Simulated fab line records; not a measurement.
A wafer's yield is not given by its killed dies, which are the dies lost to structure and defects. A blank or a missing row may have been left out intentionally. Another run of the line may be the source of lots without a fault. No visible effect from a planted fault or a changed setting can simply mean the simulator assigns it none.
Split-lot trial :: flow n5_finfet :: 21 wafers read from 7 lots, route of 1938 steps

ABOUT THE SPLIT
At N5_BEOL_M0_SAQP_ETCH_88 (etches underlayer in N2/H2, target depth 6.5 nm, time 5.2 s), the setting source_w was moved away from the recipe's 840 W on 5 of the 21 wafers read, by -8.0% to +15.8%. The other wafers ran this setting at the recipe's value.

The split's own step is where the reading is taken.

THE READING
rf_vpp_V, in V, at N5_BEOL_M0_SAQP_ETCH_88 (etches underlayer in N2/H2, target depth 6.5 nm, time 5.2 s). Fault-free wafers of this fab line usually give 524.0 V, standard deviation 2.6 V.

wafer: L074.3
tool, chamber at the split: rie_diel-05, 3
source_w as run, W: 840
against the recipe: recipe
rf_vpp_V, V: 525.4
against lot-mates on the recipe: -

wafer: L074.4
tool, chamber at the split: rie_diel-05, 0
source_w as run, W: 772.8
against the recipe: -8.0%
rf_vpp_V, V: 540.5
against lot-mates on the recipe: +14.2

wafer: L074.6
tool, chamber at the split: rie_diel-05, 3
source_w as run, W: 840
against the recipe: recipe
rf_vpp_V, V: 527.3
against lot-mates on the recipe: -

wafer: L075.2
tool, chamber at the split: rie_diel-06, 0
source_w as run, W: 840
against the recipe: recipe
rf_vpp_V, V: 524.9
against lot-mates on the recipe: -

wafer: L075.3
tool, chamber at the split: rie_diel-06, 3
source_w as run, W: 840
against the recipe: recipe
rf_vpp_V, V: 519.6
against lot-mates on the recipe: -

wafer: L075.5
tool, chamber at the split: rie_diel-06, 1
source_w as run, W: 922.7
against the recipe: +9.8%
rf_vpp_V, V: 506.2
against lot-mates on the recipe: -16.1

wafer: L083.2
tool, chamber at the split: rie_diel-05, 3
source_w as run, W: 840
against the recipe: recipe
rf_vpp_V, V: 527.3
against lot-mates on the recipe: -

wafer: L083.3
tool, chamber at the split: rie_diel-05, 1
source_w as run, W: 972.6
against the recipe: +15.8%
rf_vpp_V, V: 498.6
against lot-mates on the recipe: -26.9

wafer: L083.4
tool, chamber at the split: rie_diel-05, 2
source_w as run, W: 840
against the recipe: recipe
rf_vpp_V, V: 523.6
against lot-mates on the recipe: -

wafer: L088.2
tool, chamber at the split: rie_diel-06, 3
source_w as run, W: 840
against the recipe: recipe
rf_vpp_V, V: 522.1
against lot-mates on the recipe: -

wafer: L088.3
tool, chamber at the split: rie_diel-06, 2
source_w as run, W: 840
against the recipe: recipe
rf_vpp_V, V: 524.5
against lot-mates on the recipe: -

wafer: L088.5
tool, chamber at the split: rie_diel-06, 3
source_w as run, W: 840
against the recipe: recipe
rf_vpp_V, V: 520.0
against lot-mates on the recipe: -

wafer: L091.3
tool, chamber at the split: rie_diel-02, 3
source_w as run, W: 840
against the recipe: recipe
rf_vpp_V, V: 521.9
against lot-mates on the recipe: -

wafer: L091.4
tool, chamber at the split: rie_diel-02, 0
source_w as run, W: 840
against the recipe: recipe
rf_vpp_V, V: 523.9
against lot-mates on the recipe: -

wafer: L091.5
tool, chamber at the split: rie_diel-02, 3
source_w as run, W: 840
against the recipe: recipe
rf_vpp_V, V: 522.4
against lot-mates on the recipe: -

wafer: L096.1
tool, chamber at the split: rie_diel-02, 1
source_w as run, W: 886.8
against the recipe: +5.6%
rf_vpp_V, V: 518.3
against lot-mates on the recipe: -4.1

wafer: L096.2
tool, chamber at the split: rie_diel-02, 0
source_w as run, W: 886.8
against the recipe: +5.6%
rf_vpp_V, V: 514.1
against lot-mates on the recipe: -8.3

wafer: L096.3
tool, chamber at the split: rie_diel-02, 3
source_w as run, W: 840
against the recipe: recipe
rf_vpp_V, V: 522.4
against lot-mates on the recipe: -

wafer: L097.2
tool, chamber at the split: rie_diel-02, 0
source_w as run, W: 840
against the recipe: recipe
rf_vpp_V, V: 524.8
against lot-mates on the recipe: -

wafer: L097.3
tool, chamber at the split: rie_diel-02, 1
source_w as run, W: 840
against the recipe: recipe
rf_vpp_V, V: 529.3
against lot-mates on the recipe: -

wafer: L097.4
tool, chamber at the split: rie_diel-02, 2
source_w as run, W: 840
against the recipe: recipe
rf_vpp_V, V: 525.0
against lot-mates on the recipe: -

THE FIT
A straight line over all 21 wafers: rf_vpp_V changes by -1.7 V for each +1% of source_w; r = -0.95; the points scatter about the line by 2.6 V.
The same after taking each lot's own level away (the mean of its wafers on the recipe; 21 wafers): -1.64 V for each +1%; r = -0.97; scatter 2 V.
The reading moves by 26 V for the largest change in source_w, on that fit.
Across the lots, their own levels run from 522.20 to 526.37 V, a range of 1.6 times the standard deviation given above.
Consequently the slope shifts little with the lot-to-lot level, the two slopes agreeing.
Check: -24.1 V against its lot-mates is what the line predicts for one of the wafers moved furthest among these (+15.8%) when that wafer is left out of the fit. It came out at -26.9 V against them.
Tool readings at the split's step, against how far the setting was moved: etch_rf_on_time_s r = -0.94; rf_vpp_V r = -0.95.

THESE WAFERS: OTHER SPLITS
Note: prior to the reading, these wafers also went through further splits. Each is held against what the fit with the lots' levels taken away leaves over:
other split on the same wafers: N5_MOL_CONTACT_COAG_COAT_64 spin_rpm
wafers away from the commonest value: 7
r with rf_vpp_V (lot level and that fit taken away): +0.14

other split on the same wafers: N5_BEOL_M0_SAQP_PECVD_00 time_s
wafers away from the commonest value: 9
r with rf_vpp_V (lot level and that fit taken away): -0.16

other split on the same wafers: N5_BEOL_M0_SAQP_DESCUM_45 time_s
wafers away from the commonest value: 5
r with rf_vpp_V (lot level and that fit taken away): -0.04

THE WHOLE CHAIN: every reading that the file lists as answering this split, in the file's order
step: N5_BEOL_M0_SAQP_ETCH_88
what it does: etches underlayer in N2/H2, target depth 6.5 nm, time 5.2 s
reading: etch_rf_on_time_s
change (the file's fit): withheld for each +1% of the setting
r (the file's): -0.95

step: N5_BEOL_M0_SAQP_ETCH_88
what it does: etches underlayer in N2/H2, target depth 6.5 nm, time 5.2 s
reading: rf_vpp_V
change (the file's fit): -1.65 V for each +1% of the setting
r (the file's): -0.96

THE FILE'S OWN FIT
rf_vpp_V changes by -1.65 V for each +1% of source_w, r = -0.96.
